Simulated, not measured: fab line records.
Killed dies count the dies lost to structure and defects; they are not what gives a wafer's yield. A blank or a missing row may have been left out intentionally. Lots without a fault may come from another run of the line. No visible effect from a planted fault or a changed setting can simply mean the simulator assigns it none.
3 desks, one fault	flow nandHarc	numbers are kept per desk, each desk with only its own; the story behind them comes last

METROLOGY DESK
Lot by lot, what the gauges showed, no matter which tool ran the lot: averages of those sampled wafers that carry a number. If a lot's mean is further than 4 standard deviations from the usual mean, the lot is out of limits and carries the mark OUT (the distance appears in the brackets).
Columns: A = cdNm at NHARC_THIN_TSV_CD_MEAS_16, usual 1000.4 nm
lot	first seen here	A
L434	day 23 11:08	998.5
L436	day 24 01:55	1001.1
L439	day 25 11:48	998.5
L437	day 25 13:01	998.3
L438	day 25 14:13	1003.2
L442	day 26 23:49	999.3
L441	day 27 04:08	999.0
L444	day 27 20:56	999.5
L446	day 28 19:52	1000.8
L448	day 29 00:24	999.2
L449	day 29 23:58	1000.7
L450	day 30 04:04	1000.0
This desk found nothing out of limits on any of the 12 lots.

FOR THE TOOL OWNER'S DESK: cvdW-02
The tool's own readings at NHARC_A_WL_FILL_CVD_03 (deposits W, target thk 40 nm, time 279 s): means of the sampled wafers that have a number, for each lot that ran on this tool. If a lot's mean is further than 4 standard deviations from the usual mean, the lot is out of limits and carries the mark OUT (the distance appears in the brackets).
Columns: A = chamberPressureTorr at NHARC_A_WL_FILL_CVD_03, usual 39.99 Torr; B = heaterPowerW at NHARC_A_WL_FILL_CVD_03, usual 472 W; C = throttleValvePct at NHARC_A_WL_FILL_CVD_03, usual 8.03 %
lot	first seen here	A	B	C
L436	day 20 17:37	39.98	411	7.82
L438	day 22 01:52	40.07	486	7.84
L439	day 22 05:47	39.93	454	7.93
L442	day 23 13:26	39.99	479	7.90
L441	day 23 17:06	39.95	443	8.12
L444	day 24 11:09	39.97	448	8.03
L446	day 25 07:38	39.99	450	8.06
L448	day 25 18:48	39.96	479	7.78
L449	day 26 11:14	40.03	411	8.20
L451	day 26 15:15	39.98	516	8.05
L450	day 26 23:40	39.95	442	8.05
L454	day 28 06:40	40.00	500	7.98
This desk found nothing out of limits on any of the 12 lots.

THE DEFECT DESK
Inspection counts along the route, by lot: the mean over sampled wafers that carry a number. If a lot's mean is further than 4 standard deviations from the usual mean, the lot is out of limits and carries the mark OUT (the distance appears in the brackets).
Columns: A = rawDefectCount at NHARC_THIN_TSV_INSPECT_40, usual 566
lot	first seen here	A
L434	day 23 22:13	539
L436	day 24 12:40	649
L437	day 26 00:53	462
L439	day 26 00:53	417
L438	day 26 00:54	532
L442	day 27 11:41	585
L441	day 27 17:31	552
L444	day 28 06:51	566
L446	day 29 08:29	443
L448	day 29 08:29	554
L449	day 30 10:51	708
L450	day 30 15:22	560
This desk found nothing out of limits on any of the 12 lots.

BROUGHT TOGETHER
Metrology desk: nothing out of limits seen.
The tool owner's desk saw nothing out of limits.
No out-of-limits result turned up at the defect desk.

WHAT WAS PUT IN BY THE SIMULATOR
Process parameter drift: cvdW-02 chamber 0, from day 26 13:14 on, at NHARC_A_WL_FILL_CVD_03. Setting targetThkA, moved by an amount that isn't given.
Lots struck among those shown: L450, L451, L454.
